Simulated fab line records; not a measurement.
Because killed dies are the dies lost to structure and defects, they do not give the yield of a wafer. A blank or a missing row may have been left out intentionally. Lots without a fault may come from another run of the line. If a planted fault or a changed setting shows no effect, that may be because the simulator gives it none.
Matching of chambers | flow n5_finfet | N5_BEOL_M3_CO_CAP_55 on cvd_co-01 has 3 sister chambers
The step material Co, precursor CCTBA/H2, target thk 2 nm, time 102.1 s. 3 wafers are shown with their chamber, then 12 later ones without.

EACH WAFER AND ITS CHAMBER
wafer  | chamber | heater_power_w (W)
L087.3 | 2       | 221
L088.4 | 0       | 224
L088.6 | 1       | 216

WAFERS WITHOUT THEIR CHAMBER
wafer  | heater_power_w (W)
L090.3 | 222
L090.4 | 217
L090.6 | 219
L091.2 | 224
L091.4 | 214
L091.6 | 219
L092.4 | 213
L092.5 | 222
L092.6 | 222
L096.1 | 215
L096.3 | 221
L096.5 | 215

THE CHAMBER EACH PASSED THROUGH
wafer  | from the rows above     | in truth
L090.3 | can't be placed: 2 or 0 | 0
L090.4 | 1                       | 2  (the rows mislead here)
L090.6 | can't be placed: 2 or 1 | 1
L091.2 | 0                       | 0
L091.4 | 1                       | 1
L091.6 | can't be placed: 2 or 1 | 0
L092.4 | 1                       | 1
L092.5 | can't be placed: 2 or 0 | 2
L092.6 | can't be placed: 2 or 0 | 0
L096.1 | 1                       | 1
L096.3 | 2                       | 2
L096.5 | 1                       | 1
Placed correctly: 6 of 12. These rows do not allow placing 5 (true chamber among the candidates in 4). 1 placed wrongly.
How it was worked out, from the rows above alone: a wafer's distance from a chamber is the root of the sum, over the readings, of the square of ((its reading less the chamber's mean) divided by the reading's scatter). If the next closest chamber is less than 2 further off than the closest, the wafer can't be placed; otherwise it belongs to the closest. A chamber's mean is the mean of its shown wafers. The scatter (one wafer shown for each chamber): square how far every hidden wafer sits from the nearest shown wafer, average those squares and take the square root.
